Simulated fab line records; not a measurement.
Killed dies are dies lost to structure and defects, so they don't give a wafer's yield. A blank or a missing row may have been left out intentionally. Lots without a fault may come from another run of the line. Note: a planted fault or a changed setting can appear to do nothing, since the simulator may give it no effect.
fab line records	flow nandHarc
[record] lots = 24	wafers = 72	lastDay = 33
route steps=1302 shown A_ZERO_WELL@405 A_CHANNEL_HOLE_D2@609 A_CHANNEL_FILL_D2@619 A_STAIRCASE@651
lots with no fault: from the same line, run without faults
startH: the number of hours between the record's first day and the start of the first shown wafer of the lot	waitH: hours from the lot's prior step to this one	" same as the row above	L1.1+2: a row that stands for several wafers	- either no value or no given start	* or withheld: withheld	< > ~ a bound
route shown NAME@n: names a module that has steps shown in the file, with the first one's number in the route	usual: average and standard deviation across the fault-free wafers	same: alike in all rows	chamber/n: place in a boat	sites: per-site readings	_std_site: the standard deviation of these	_edge_site: the outer-site mean with the inner-site mean subtracted	radiusMm: for every site, how far away it sits from the centre of the wafer	mask NAME#n: copy n	behind: the most recent tool/chamber to have shaped the wafer	hold: cause of the lot's hold/its duration in hours/its outcome	device: names the non-switching transistor (n, p or np)	end of line: the same wafers' tests at the end of the route	a step without rows: its recipe alone	killed: the dies lost at the first sort to structure and to defects; this is not the yield of the wafer	map: per-die view of a wafer (x killed, . not killed, _ where there is no die)
set.NAME: the setting as run; set.NAME@STEP: as run at that earlier step	model.NAME: the simulator's own value behind a step, which no gauge read
the route's steps for a sample of lots (tables are steps, rows are wafers)
services: when a tool's chamber went out of use (startH, in hours from the record's first day, below 0 if earlier), for how many hours, and the reason
[[steps]]
[step NHARC_A_ZERO_WELL_ETCH_13]
[recipe] targetDepthA = 1200	timeS = 40.1	hbrFlowSccm = 150	cl2FlowSccm = 50	rfW = 400	icpW = 400	biasW = 100	chemistry = HBr/Cl2
[usual] drypumpMotorCurrentA = 5.92/0.3	oesProductAu = 1.002/0.01	throttleValvePct = 26.405/0.0089
lot.wafer	tool	chamber	startH	waitH	drypumpMotorCurrentA	oesProductAu	rfHoursCounterH	throttleValvePct
L074.4	rieSi-03	3	141.05	-	5.76	1.003	0.52	26.407
L074.3	"	2	"	"	5.61	0.985	0.51	26.419
L074.5	"	0	"	"	6.19	0.979	-	26.391
L075.1	rieSi-01	0	154.28	-	6.19	0.999	0.75	26.418
L075.3	"	2	"	"	5.69	0.988	0.70	26.403
L075.5	"	3	"	"	6.22	0.999	-	26.400
L076.1	rieSi-03	3	154.44	-	5.76	1.011	0.65	26.400
L076.4	"	0	"	"	6.13	0.989	0.58	26.405
L076.5	"	3	"	"	5.74	1.012	-	26.395
L077.2	rieSi-01	3	169.94	-	6.23	0.989	0.94	26.395
L077.1	"	1	"	"	6.32	1.004	0.85	26.402
L077.5	"	2	"	"	5.70	0.992	-	26.391
L078.2	rieSi-03	1	170.76	-	6.20	0.995	0.74	26.402
L078.1	"	3	"	"	5.74	1.018	0.76	26.406
L078.5	"	1	"	"	6.19	0.999	-	26.409
L079.3	rieSi-06	3	183.31	-	5.52	0.998	0.70	26.399
L079.1	"	0	"	"	5.35	1.012	0.67	26.411
L079.5	"	0	"	"	5.34	1.011	-	26.407
L080.4	rieSi-03	1	197.54	-	6.16	0.985	0.99	26.402
L080.5	"	2	"	"	5.65	0.993	-	26.398
L080.6	"	3	"	"	5.75	1.009	-	26.403
L081.4	rieSi-06	3	213.60	-	5.52	1.002	0.88	26.403
L081.2	"	0	"	"	5.36	1.013	0.85	26.395
L081.5	"	2	"	"	5.62	1.012	-	26.400
L082.1	rieSi-01	1	224.64	-	6.30	1.003	0.12	26.414
L082.2	"	2	"	"	5.68	1.006	0.17	26.418
L082.4	"	0	"	"	6.16	0.988	0.14	26.393
L083.1	rieSi-06	1	229.58	-	6.16	0.990	0.92	26.410
L083.3	"	2	"	"	5.59	1.018	0.92	26.404
L083.6	"	1	"	"	6.17	0.993	-	26.384
L085.4	rieSi-03	2	244.18	-	5.65	1.004	0.08	26.390
L085.5	"	2	"	"	5.63	1.007	-	26.389
L085.6	"	3	"	"	5.74	1.014	-	26.405
L084.2	rieSi-06	3	246.06	-	5.55	0.996	1.17	26.415
L084.5	"	0	"	"	5.30	1.015	-	26.420
L084.6	"	1	"	"	6.17	0.998	-	26.404
L086.1	rieSi-03	3	256.63	-	5.75	1.014	0.15	26.410
L086.2	"	2	"	"	5.62	1.016	0.21	26.415
L086.5	"	0	"	"	6.19	1.016	-	26.408
L087.2	rieSi-03	1	265.97	-	6.18	0.999	0.21	26.414
L087.1	"	3	"	"	5.73	1.012	0.24	26.405
L087.6	"	0	"	"	6.16	1.012	-	26.395
L088.3	rieSi-03	0	287.45	-	6.18	0.992	0.35	26.404
L088.2	"	1	"	"	6.16	0.995	0.35	26.409
L088.6	"	3	"	"	5.71	1.008	-	26.414
L089.4	rieSi-01	1	288.13	-	6.32	1.004	0.51	26.417
L089.2	"	3	"	"	6.24	0.989	0.61	26.407
L089.6	"	1	"	"	6.34	1.003	-	26.413
L090.2	rieSi-03	1	298.04	-	6.17	0.982	0.42	26.413
L090.1	"	2	"	"	5.64	0.990	0.44	26.395
L090.3	"	0	"	"	6.20	0.995	0.45	26.401
L091.3	rieSi-01	1	313.37	-	6.34	0.990	0.64	26.420
L091.6	"	0	"	"	6.18	0.995	-	26.421
L091.5	"	1	"	"	6.34	0.997	-	26.400
L092.4	rieSi-06	1	314.13	-	6.16	1.010	0.46	26.420
L092.2	"	2	"	"	5.65	1.000	0.33	26.393
L092.1	"	3	"	"	5.52	0.998	0.26	26.389
L093.4	rieSi-03	0	330.91	-	6.18	1.011	0.67	26.406
L093.6	"	1	"	"	6.18	0.990	-	26.410
L093.5	"	2	"	"	5.69	1.018	-	26.401
L094.2	rieSi-03	2	342.34	-	5.59	1.001	0.72	26.390
L094.5	"	0	"	"	6.17	1.010	-	26.402
L094.6	"	1	"	"	6.15	0.995	-	26.394
L095.2	rieSi-01	2	348.05	-	5.68	0.990	0.88	26.414
L095.1	"	0	"	"	6.20	0.988	0.91	26.405
L095.6	"	3	"	"	6.24	1.004	-	26.397
L096.1	rieSi-03	3	359.32	-	5.74	1.021	0.87	26.401
L096.2	"	0	"	"	6.17	1.002	0.82	26.410
L096.5	"	2	"	"	5.64	1.007	-	26.414
L097.3	rieSi-03	0	370.49	-	6.18	1.004	0.93	26.409
L097.4	"	1	"	"	6.18	1.002	0.86	26.392
L097.1	"	2	"	"	5.69	1.004	0.92	26.414
[step NHARC_A_CHANNEL_HOLE_D2_INSPECT_40]
[usual] rawDefectCount = 289/80
lot.wafer	tool	chamber	startH	waitH	rawDefectCount
L074.3	defectInspect-01	-	300.54	-	312
L074.4	"	-	"	"	264
L074.5	"	-	"	"	409
L075.1	defectInspect-01	-	308.64	-	289
L075.3	"	-	"	"	292
L075.5	"	-	"	"	322
L076.1	defectInspect-01	-	310.87	-	259
L076.4	"	-	"	"	284
L076.5	"	-	"	"	257
L078.1	defectInspect-02	-	330.49	-	207
L078.2	"	-	"	"	199
L078.5	"	-	"	"	173
L077.1	defectInspect-01	-	330.90	-	435
L077.2	"	-	"	"	320
L077.5	"	-	"	"	339
L079.1	defectInspect-02	-	353.45	-	339
L079.3	"	-	"	"	304
L079.5	"	-	"	"	381
L080.4	defectInspect-02	-	354.24	-	272
L080.5	"	-	"	"	339
L080.6	"	-	"	"	234
L083.1	defectInspect-01	-	395.07	-	284
L083.3	"	-	"	"	406
L083.6	"	-	"	"	223
L081.2	defectInspect-01	-	399.41	-	292
L081.4	"	-	"	"	288
L081.5	"	-	"	"	543
L082.1	defectInspect-01	-	400.82	-	286
L082.2	"	-	"	"	284
L082.4	"	-	"	"	372
L085.4	defectInspect-01	-	411.39	-	359
L085.5	"	-	"	"	318
L085.6	"	-	"	"	388
L084.2	defectInspect-02	-	416.60	-	348
L084.5	"	-	"	"	342
L084.6	"	-	"	"	341
L086.1	defectInspect-01	-	423.64	-	298
L086.2	"	-	"	"	400
L086.5	"	-	"	"	506
L087.1	defectInspect-01	-	428.25	-	283
L087.2	"	-	"	"	316
L087.6	"	-	"	"	223
L089.2	defectInspect-02	-	454.74	-	307
L089.4	"	-	"	"	260
L089.6	"	-	"	"	289
L088.2	defectInspect-01	-	454.88	-	304
L088.3	"	-	"	"	274
L088.6	"	-	"	"	211
L090.1	defectInspect-02	-	458.78	-	178
L090.2	"	-	"	"	148
L090.3	"	-	"	"	263
L092.1	defectInspect-02	-	470.94	-	171
L092.2	"	-	"	"	271
L092.4	"	-	"	"	234
L091.3	defectInspect-02	-	472.63	-	286
L091.5	"	-	"	"	289
L091.6	"	-	"	"	226
L093.4	defectInspect-01	-	497.49	-	195
L093.5	"	-	"	"	172
L093.6	"	-	"	"	222
L095.1	defectInspect-02	-	516.58	-	264
L095.2	"	-	"	"	170
L095.6	"	-	"	"	249
L094.2	defectInspect-01	-	517.08	-	248
L094.5	"	-	"	"	178
L094.6	"	-	"	"	340
L097.1	defectInspect-02	-	526.28	-	189
L097.3	"	-	"	"	215
L097.4	"	-	"	"	166
L096.1	defectInspect-02	-	527.63	-	237
L096.2	"	-	"	"	315
L096.5	"	-	"	"	274
[step NHARC_A_CHANNEL_FILL_D2_ETCHBACK_19]
[recipe] targetDepthA = 50	timeS = 1.7	hbrFlowSccm = 150	cl2FlowSccm = 50	rfW = 400	icpW = 400	biasW = 100	chemistry = HBr/Cl2
[usual] drypumpMotorCurrentA = 5.7/0.45	oesProductAu = 1.003/0.01	throttleValvePct = 26.406/0.0087
lot.wafer	tool	chamber	startH	waitH	drypumpMotorCurrentA	oesProductAu	rfHoursCounterH	throttleValvePct
L074.3	rieSi-02	0	330.40	0.4	6.2	1.024	0.38	26.406
L074.4	"	2	"	"	5.7	1.012	0.44	26.402
L074.5	"	1	"	"	5.2	1.020	-	26.426
L075.1	rieSi-02	1	333.82	0.4	5.2	1.012	0.45	26.407
L075.3	"	0	"	"	6.2	1.009	0.40	26.407
L075.5	"	2	"	"	5.7	1.010	-	26.398
L076.4	rieSi-04	1	338.15	0.4	6.1	0.988	0.92	26.408
L076.1	"	3	"	"	6.3	0.987	0.85	26.411
L076.5	"	0	"	"	6.2	0.980	-	26.402
L077.1	rieSi-02	1	354.72	0.4	5.2	1.002	0.55	26.409
L077.2	"	2	"	"	5.7	1.008	0.59	26.406
L077.5	"	2	"	"	5.7	1.002	-	26.406
L078.1	rieSi-05	3	354.72	0.4	5.2	0.994	0.23	26.403
L078.2	"	0	"	"	5.5	0.993	0.23	26.401
L078.5	"	0	"	"	5.5	0.999	-	26.413
L079.3	rieSi-02	2	378.43	0.4	5.7	1.007	0.77	26.401
L079.1	"	3	"	"	5.0	1.002	0.40	26.399
L079.5	"	2	"	"	5.7	0.995	-	26.402
L080.4	rieSi-04	3	378.44	0.4	6.3	1.016	0.12	26.404
L080.6	"	1	"	"	6.1	1.009	-	26.403
L080.5	"	2	"	"	5.2	0.998	-	26.399
L083.1	rieSi-04	2	421.80	0.4	5.3	0.997	0.43	26.418
L083.3	"	3	"	"	6.3	1.010	0.35	26.402
L083.6	"	3	"	"	6.3	1.010	-	26.405
L082.1	rieSi-05	3	421.81	0.4	5.2	0.985	0.54	26.425
L082.2	"	0	"	"	5.6	0.997	0.53	26.398
L082.4	"	1	"	"	5.9	1.010	0.61	26.404
L081.4	rieSi-04	1	425.06	0.4	6.1	1.018	0.44	26.439
L081.2	"	3	"	"	6.3	1.000	0.38	26.394
L081.5	"	1	"	"	6.1	1.010	-	26.393
L085.4	rieSi-05	3	435.77	0.4	5.2	0.993	0.63	26.403
L085.6	"	3	"	"	5.2	0.975	-	26.399
L085.5	"	0	"	"	5.5	0.991	-	26.403
L084.2	rieSi-04	3	441.00	0.4	6.3	1.010	0.45	26.403
L084.6	"	3	"	"	6.3	1.013	-	26.390
L084.5	"	0	"	"	6.2	1.001	-	26.404
L086.1	rieSi-04	2	450.81	0.4	5.2	0.996	0.58	26.419
L086.2	"	3	"	"	6.3	1.008	0.49	26.421
L086.5	"	1	"	"	6.1	1.008	-	26.404
L087.1	rieSi-04	0	455.64	0.4	6.2	0.993	0.46	26.399
L087.2	"	2	"	"	5.2	0.993	0.61	26.412
L087.6	"	0	"	"	6.2	0.985	-	26.411
L089.2	rieSi-02	2	478.55	0.4	5.7	0.996	0.13	26.414
L089.4	"	1	"	"	5.2	1.013	0.11	26.410
L089.6	"	3	"	"	5.0	1.003	-	26.406
L088.2	rieSi-04	2	478.58	0.4	5.2	1.001	0.72	26.391
L088.3	"	3	"	"	6.3	1.010	0.66	26.391
L088.6	"	1	"	"	6.1	1.011	-	26.419
L090.2	rieSi-02	2	482.95	0.4	5.7	1.010	0.16	26.394
L090.3	"	0	"	"	6.2	1.012	0.11	26.406
L090.1	"	1	"	"	5.2	1.014	0.13	26.412
L091.3	rieSi-05	0	496.42	0.4	5.5	1.012	0.05	26.406
L091.5	"	0	"	"	5.5	1.002	-	26.406
L091.6	"	1	"	"	5.9	1.006	-	26.407
L092.4	rieSi-04	1	496.42	0.4	6.1	1.001	0.81	26.403
L092.1	"	2	"	"	5.3	1.001	0.78	26.412
L092.2	"	0	"	"	6.3	0.987	0.80	26.403
L093.4	rieSi-02	2	521.37	0.4	5.7	1.005	0.45	26.413
L093.5	"	1	"	"	5.2	1.009	-	26.408
L093.6	"	2	"	"	5.7	1.003	-	26.428
L095.1	rieSi-02	3	541.23	0.4	5.0	1.015	0.47	26.414
L095.2	"	1	"	"	5.2	1.022	0.47	26.412
L095.6	"	3	"	"	5.0	1.005	-	26.396
L094.2	rieSi-05	2	541.25	0.4	5.9	1.000	0.28	26.406
L094.5	"	0	"	"	5.5	0.985	-	26.409
L094.6	"	1	"	"	5.9	1.004	-	26.406
L096.2	rieSi-05	1	550.50	0.4	5.9	0.998	0.43	26.399
L096.1	"	0	"	"	5.5	1.008	0.46	26.409
L096.5	"	1	"	"	5.9	1.000	-	26.395
L097.3	rieSi-04	2	550.50	0.4	5.3	0.996	0.14	26.394
L097.1	"	3	"	"	6.3	1.006	0.15	26.405
L097.4	"	0	"	"	6.3	0.996	0.13	26.417
[step NHARC_A_CHANNEL_FILL_D2_INSPECT_13]
[usual] rawDefectCount = 343/120
lot.wafer	tool	chamber	startH	waitH	rawDefectCount
L074.3	defectInspect-01	-	354.18	0.1	239
L074.4	"	-	"	"	257
L074.5	"	-	"	"	212
L075.1	defectInspect-01	-	358.34	0.3	258
L075.3	"	-	"	"	304
L075.5	"	-	"	"	413
L076.1	defectInspect-02	-	365.25	0.2	466
L076.4	"	-	"	"	331
L076.5	"	-	"	"	441
L078.1	defectInspect-01	-	388.04	9.6	268
L078.2	"	-	"	"	433
L078.5	"	-	"	"	556
L077.1	defectInspect-01	-	388.15	5.9	421
L077.2	"	-	"	"	626
L077.5	"	-	"	"	617
L079.1	defectInspect-01	-	405.50	0.2	620
L079.3	"	-	"	"	359
L079.5	"	-	"	"	310
L080.4	defectInspect-01	-	405.57	0.1	323
L080.5	"	-	"	"	353
L080.6	"	-	"	"	303
L083.1	defectInspect-01	-	446.76	0.2	314
L083.3	"	-	"	"	260
L083.6	"	-	"	"	377
L082.1	defectInspect-01	-	450.49	0.2	330
L082.2	"	-	"	"	436
L082.4	"	-	"	"	484
L081.2	defectInspect-02	-	450.57	0.1	503
L081.4	"	-	"	"	294
L081.5	"	-	"	"	291
L085.4	defectInspect-02	-	459.91	0.1	314
L085.5	"	-	"	"	411
L085.6	"	-	"	"	351
L084.2	defectInspect-01	-	468.82	0.1	330
L084.5	"	-	"	"	223
L084.6	"	-	"	"	315
L086.1	defectInspect-01	-	474.61	0.2	363
L086.2	"	-	"	"	470
L086.5	"	-	"	"	498
L087.1	defectInspect-01	-	479.68	0.2	270
L087.2	"	-	"	"	310
L087.6	"	-	"	"	388
L088.2	defectInspect-02	-	505.38	0.1	204
L088.3	"	-	"	"	316
L088.6	"	-	"	"	235
L090.1	defectInspect-01	-	505.51	0.2	360
L090.2	"	-	"	"	296
L090.3	"	-	"	"	351
L089.2	defectInspect-02	-	505.55	0.1	380
L089.4	"	-	"	"	409
L089.6	"	-	"	"	327
L092.1	defectInspect-01	-	519.89	0.2	184
L092.2	"	-	"	"	260
L092.4	"	-	"	"	339
L091.3	defectInspect-02	-	519.90	0.1	344
L091.5	"	-	"	"	236
L091.6	"	-	"	"	306
L093.4	defectInspect-02	-	545.40	0.1	178
L093.5	"	-	"	"	257
L093.6	"	-	"	"	352
L094.2	defectInspect-02	-	565.26	0.1	260
L094.5	"	-	"	"	257
L094.6	"	-	"	"	211
L095.1	defectInspect-01	-	565.43	0.2	199
L095.2	"	-	"	"	189
L095.6	"	-	"	"	206
L096.1	defectInspect-01	-	574.44	0.2	278
L096.2	"	-	"	"	248
L096.5	"	-	"	"	194
L097.1	defectInspect-02	-	574.45	0.2	255
L097.3	"	-	"	"	366
L097.4	"	-	"	"	356
[step NHARC_A_STAIRCASE_ETCH_169]
[recipe] targetDepthA = 500	timeS = 107.1	ionEnergyEv = 120	ch3fFlowSccm = 50	o2FlowSccm = 30	arFlowSccm = 200	rfW = 500	biasW = 100	chemistry = CH3F/O2
[usual] drypumpMotorCurrentA = 5.6/0.35	oesProductAu = 0.953/0.019	rfVppV = 244.0/1.1	showerheadPlenumPTorr = 2.43/0.044	throttleValvePct = 20.663/0.0097
lot.wafer	tool	chamber	startH	waitH	drypumpMotorCurrentA	oesProductAu	rfHoursCounterH	rfVppV	showerheadPlenumPTorr	throttleValvePct
L074.4	rieDiel-08	0	355.19	0.1	5.5	0.917	47	244.0	2.45	20.681
L074.3	"	2	"	"	6.2	0.918	37	243.2	2.41	20.676
L074.5	"	3	"	"	5.9	0.922	-	244.1	2.40	20.674
L075.1	rieDiel-11	3	359.48	0.1	5.1	0.980	34	243.8	2.46	20.663
L075.3	"	0	"	"	5.8	0.966	26	244.5	2.46	20.664
L075.5	"	3	"	"	5.1	0.979	-	244.9	2.46	20.662
L076.1	rieDiel-11	2	366.40	0.1	5.3	0.961	35	244.1	2.41	20.659
L076.4	"	3	"	"	5.1	0.969	36	243.8	2.46	20.675
L076.5	"	1	"	"	5.8	0.957	-	243.3	2.42	20.669
L078.1	rieDiel-11	2	389.06	0.1	5.3	0.948	43	242.8	2.40	20.666
L078.2	"	0	"	"	5.7	0.924	38	244.5	2.45	20.667
L078.5	"	1	"	"	5.9	0.941	-	243.9	2.41	20.653
L077.1	rieDiel-11	0	389.35	0.1	5.8	0.946	38	245.4	2.45	20.670
L077.2	"	2	"	"	5.3	0.946	43	243.3	2.40	20.656
L077.5	"	1	"	"	5.8	0.955	-	243.5	2.41	20.656
L079.3	rieDiel-11	3	406.62	0.1	5.1	0.960	52	244.4	2.45	20.650
L079.1	"	1	"	"	5.8	0.982	46	243.9	2.41	20.666
L079.5	"	0	"	"	5.7	0.946	-	243.4	2.45	20.661
L080.4	rieDiel-08	0	406.69	0.1	5.4	0.962	5	244.2	2.44	20.651
L080.5	"	2	"	"	6.2	0.956	-	245.6	2.41	20.661
L080.6	"	3	"	"	5.9	0.961	-	242.7	2.40	20.654
L083.1	rieDiel-07	2	447.85	0.1	5.4	0.994	43	246.6	2.59	20.657
L083.3	"	0	"	"	6.2	0.960	46	243.2	2.39	20.664
L083.6	"	2	"	"	5.4	0.998	-	247.5	2.60	20.662
L082.1	rieDiel-11	0	451.64	0.1	5.7	0.939	2	245.2	2.45	20.661
L082.4	"	2	"	"	5.4	0.940	2	242.3	2.40	20.669
L082.2	"	3	"	"	5.1	0.950	1	244.8	2.45	20.664
L081.2	rieDiel-08	0	451.79	0.1	5.4	0.968	23	243.5	2.43	20.674
L081.4	"	2	"	"	6.2	0.946	17	244.8	2.41	20.684
L081.5	"	1	"	"	5.6	0.950	-	244.0	2.44	20.638
L085.4	rieDiel-08	3	461.56	0.5	5.9	0.923	-	241.9	2.39	20.663
L085.6	"	1	"	"	5.6	0.914	-	244.4	2.44	20.659
L085.5	"	2	"	"	6.2	0.914	-	242.0	2.40	20.665
L084.2	rieDiel-08	3	469.96	0.1	5.9	0.968	28	243.0	2.39	20.656
L084.6	"	2	"	"	6.2	0.967	-	244.1	2.40	20.661
L084.5	"	3	"	"	5.9	0.960	-	244.0	2.39	20.676
L086.1	rieDiel-11	0	475.62	0.1	5.7	0.971	13	244.2	2.44	20.681
L086.2	"	1	"	"	5.8	0.967	12	243.4	2.40	20.663
L086.5	"	1	"	"	5.8	0.972	-	242.9	2.40	20.658
L087.2	rieDiel-08	1	480.70	0.1	5.6	0.965	30	244.7	2.43	20.661
L087.1	"	2	"	"	6.2	0.958	27	244.0	2.40	20.657
L087.6	"	0	"	"	5.5	0.970	-	243.8	2.43	20.671
L090.3	rieDiel-11	2	507.26	0.1	5.4	0.964	21	242.5	2.39	20.642
L090.2	"	0	"	"	5.7	0.951	21	244.9	2.44	20.653
L090.1	"	1	"	"	5.9	0.971	20	245.7	2.40	20.676
L089.4	rieDiel-11	3	507.42	0.1	5.1	0.976	22	243.4	2.44	20.655
L089.2	"	2	"	"	5.3	0.953	21	242.9	2.39	20.669
L089.6	"	0	"	"	5.7	0.955	-	243.2	2.44	20.657
L088.3	rieDiel-07	3	507.58	0.6	5.0	0.931	7	244.7	2.42	20.666
L088.2	"	0	"	"	6.3	0.912	6	244.2	2.38	20.680
L088.6	"	3	"	"	5.0	0.941	-	244.3	2.42	20.648
L092.1	rieDiel-07	2	521.10	0.1	5.4	0.936	11	246.8	2.59	20.648
L092.2	"	3	"	"	5.0	0.960	13	244.5	2.42	20.658
L092.4	"	0	"	"	6.3	0.944	13	243.9	2.38	20.678
L091.3	rieDiel-07	1	521.29	0.1	6.1	0.940	11	244.2	2.40	20.669
L091.6	"	2	"	"	5.4	0.941	-	246.5	2.59	20.671
L091.5	"	3	"	"	5.0	0.961	-	244.2	2.42	20.675
L093.4	rieDiel-11	2	546.59	0.1	5.4	0.955	43	244.6	2.38	20.680
L093.5	"	2	"	"	5.4	0.950	-	242.1	2.38	20.663
L093.6	"	3	"	"	5.1	0.972	-	245.2	2.43	20.665
L094.2	rieDiel-08	0	566.40	0.1	5.4	0.949	0	243.8	2.42	20.677
L094.6	"	0	"	"	5.4	0.947	-	243.7	2.42	20.648
L094.5	"	1	"	"	5.7	0.965	-	243.6	2.43	20.661
L095.2	rieDiel-08	1	566.59	0.1	5.7	0.958	0	245.5	2.43	20.672
L095.1	"	3	"	"	5.9	0.942	0	244.0	2.38	20.664
L095.6	"	0	"	"	5.5	0.936	-	243.9	2.42	20.665
L096.2	rieDiel-11	2	575.59	0.1	5.4	0.954	53	242.1	2.38	20.668
L096.1	"	0	"	"	5.7	0.962	50	242.9	2.43	20.674
L096.5	"	2	"	"	5.3	0.954	-	242.5	2.38	20.668
L097.4	rieDiel-08	0	575.76	0.1	5.5	0.936	2	244.3	2.42	20.650
L097.3	"	1	"	"	5.6	0.952	2	242.4	2.43	20.683
L097.1	"	2	"	"	6.2	0.933	2	242.2	2.40	20.675
[step NHARC_A_STAIRCASE_ETCH_170]
[recipe] targetDepthA = 2000	timeS = 66.667	ionEnergyEv = 250	c4f6FlowSccm = 25	o2FlowSccm = 20	arFlowSccm = 500	rfW = 600	biasW = 500	chemistry = C4F6/O2
[usual] drypumpMotorCurrentA = 5.7/0.37	oesProductAu = 0.969/0.017	rfVppV = 545.8/1.6	showerheadPlenumPTorr = 3.87/0.064	throttleValvePct = 26.904/0.0087
lot.wafer	tool	chamber	startH	waitH	drypumpMotorCurrentA	oesProductAu	rfHoursCounterH	rfVppV	showerheadPlenumPTorr	throttleValvePct
L074.4	rieDiel-08	3	-	-	5.9	0.937	51	545.2	3.83	26.910
L074.3	"	1	"	"	5.6	0.927	45	546.6	3.91	26.904
L074.5	"	0	"	"	5.5	0.930	-	543.0	3.90	26.902
L075.3	rieDiel-11	3	-	-	5.1	0.988	34	546.9	3.93	26.912
L075.1	"	0	"	"	5.7	0.964	26	547.2	3.92	26.910
L075.5	"	1	"	"	5.9	0.967	-	545.5	3.86	26.903
L076.1	rieDiel-11	2	-	-	5.4	0.977	35	544.7	3.85	26.902
L076.4	"	1	"	"	5.8	0.986	36	545.8	3.86	26.910
L076.5	"	2	"	"	5.3	0.978	-	545.4	3.85	26.906
L078.1	rieDiel-11	3	-	-	5.1	0.946	46	547.8	3.92	26.885
L078.2	"	2	"	"	5.4	0.966	43	544.1	3.84	26.899
L078.5	"	0	"	"	5.7	0.924	-	548.5	3.91	26.906
L077.1	rieDiel-11	0	-	-	5.8	0.965	38	547.2	3.91	26.902
L077.2	"	1	"	"	5.9	0.982	42	544.5	3.85	26.913
L077.5	"	0	"	"	5.8	0.964	-	546.1	3.91	26.911
L079.3	rieDiel-11	1	-	-	5.9	0.984	46	545.8	3.85	26.912
L079.1	"	2	"	"	5.4	0.979	49	544.8	3.84	26.901
L079.5	"	0	"	"	5.8	0.948	-	545.4	3.91	26.894
L080.4	rieDiel-08	0	-	-	5.5	0.967	5	548.6	3.90	26.908
L080.6	"	2	"	"	6.2	0.965	-	545.9	3.85	26.903
L080.5	"	3	"	"	5.9	0.973	-	544.4	3.83	26.895
L083.1	rieDiel-07	1	-	-	6.1	0.974	48	545.2	3.85	26.907
L083.3	"	0	"	"	6.2	0.974	46	545.4	3.81	26.918
L083.6	"	1	"	"	6.1	0.970	-	544.6	3.85	26.897
L082.4	rieDiel-11	3	-	-	5.1	0.980	2	547.7	3.91	26.903
L082.1	"	1	"	"	5.8	0.983	2	545.2	3.85	26.900
L082.2	"	2	"	"	5.4	0.967	2	544.2	3.83	26.900
L081.2	rieDiel-08	0	-	-	5.5	0.970	23	546.3	3.89	26.910
L081.4	"	1	"	"	5.6	0.953	20	546.3	3.89	26.896
L081.5	"	0	"	"	5.5	0.977	-	546.4	3.89	26.908
L085.6	rieDiel-08	3	-	-	5.9	0.974	-	543.9	3.82	26.910
L085.5	"	1	"	"	5.7	0.955	-	546.5	3.89	26.916
L085.4	"	2	"	"	6.2	0.965	-	544.4	3.84	26.900
L084.2	rieDiel-08	0	-	-	5.4	0.959	26	545.0	3.89	26.897
L084.6	"	1	"	"	5.6	0.961	-	547.1	3.89	26.921
L084.5	"	2	"	"	6.2	0.981	-	544.1	3.84	26.901
L086.1	rieDiel-11	3	-	-	5.1	0.994	14	546.6	3.91	26.904
L086.2	"	1	"	"	5.9	0.976	12	545.5	3.84	26.892
L086.5	"	0	"	"	5.8	0.980	-	545.0	3.90	26.909
L087.2	rieDiel-08	2	-	-	6.2	0.967	27	545.2	3.84	26.902
L087.1	"	1	"	"	5.6	0.984	30	547.3	3.89	26.900
L087.6	"	2	"	"	6.2	0.972	-	544.7	3.84	26.909
L090.3	rieDiel-11	0	-	-	5.8	0.969	21	545.1	3.90	26.908
L090.1	"	1	"	"	5.9	0.980	20	544.9	3.84	26.912
L090.2	"	3	"	"	5.1	1.001	22	546.1	3.90	26.900
L089.4	rieDiel-11	0	-	-	5.8	0.948	21	548.1	3.90	26.903
L089.2	"	2	"	"	5.4	0.962	21	545.0	3.82	26.901
L089.6	"	0	"	"	5.8	0.953	-	546.7	3.90	26.891
L088.2	rieDiel-07	1	-	-	6.2	0.941	5	545.1	3.84	26.915
L088.3	"	3	"	"	5.0	0.955	7	546.1	3.86	26.902
L088.6	"	1	"	"	6.1	0.932	-	544.8	3.84	26.901
L092.4	rieDiel-07	0	-	-	6.2	0.979	13	544.7	3.80	26.911
L092.2	"	1	"	"	6.1	0.994	11	546.3	3.84	26.902
L092.1	"	2	"	"	5.5	0.997	11	551.2	4.12	26.899
L091.3	rieDiel-07	2	-	-	5.4	0.980	11	550.2	4.12	26.907
L091.6	"	3	"	"	5.0	0.980	-	545.6	3.86	26.921
L091.5	"	0	"	"	6.3	0.957	-	543.7	3.80	26.904
L093.4	rieDiel-11	0	-	-	5.8	0.976	42	546.5	3.88	26.904
L093.5	"	1	"	"	5.9	0.984	-	544.9	3.83	26.907
L093.6	"	2	"	"	5.3	0.977	-	544.8	3.81	26.896
L094.2	rieDiel-08	2	-	-	6.2	0.965	0	544.1	3.83	26.899
L094.5	"	2	"	"	6.2	0.967	-	544.6	3.83	26.879
L094.6	"	3	"	"	5.9	0.982	-	545.1	3.80	26.904
L095.1	rieDiel-08	2	-	-	6.2	0.950	0	544.3	3.83	26.909
L095.2	"	3	"	"	5.9	0.944	0	544.4	3.80	26.906
L095.6	"	1	"	"	5.7	0.964	-	545.1	3.88	26.890
L096.2	rieDiel-11	1	-	-	5.9	0.988	46	543.9	3.82	26.911
L096.1	"	2	"	"	5.3	0.967	53	544.5	3.80	26.909
L096.5	"	3	"	"	5.1	0.982	-	544.7	3.88	26.916
L097.1	rieDiel-08	2	-	-	6.2	0.957	2	544.9	3.83	26.905
L097.4	"	3	"	"	5.9	0.967	2	543.7	3.80	26.897
L097.3	"	1	"	"	5.7	0.973	2	545.7	3.88	26.883
[[services]]
tool	chamber	startH	hours	kind
rieDiel-11	3	147.73	1.6	repair
rieDiel-11	2	154.19	7.0	repair
rieDiel-08	-	198.62	9.0	pm
rieSi-03	1	213.28	7.2	repair
rieDiel-11	3	219.02	2.5	repair
rieSi-03	-	221.00	9.0	pm
rieDiel-08	1	235.53	11.7	repair
rieDiel-11	0	245.17	6.2	repair
rieDiel-11	-	255.55	9.0	pm
rieDiel-08	0	263.88	10.2	repair
rieDiel-11	-	276.35	1.8	repair
rieDiel-08	2	289.37	25.5	repair
rieDiel-11	0	334.16	9.1	repair
rieDiel-11	-	369.59	0.5	repair
rieDiel-08	-	376.42	9.0	pm
rieSi-03	0	397.10	123.0	repair
rieSi-03	-	398.00	9.0	pm
rieSi-03	-	414.94	0.9	repair
rieSi-03	2	419.76	43.4	repair
rieDiel-11	-	432.55	9.0	pm
rieDiel-08	0	456.02	8.7	repair
rieDiel-08	3	508.36	2.5	repair
rieDiel-08	2	527.73	2.6	repair
rieDiel-08	-	553.42	9.0	pm
[[key]]
fault none
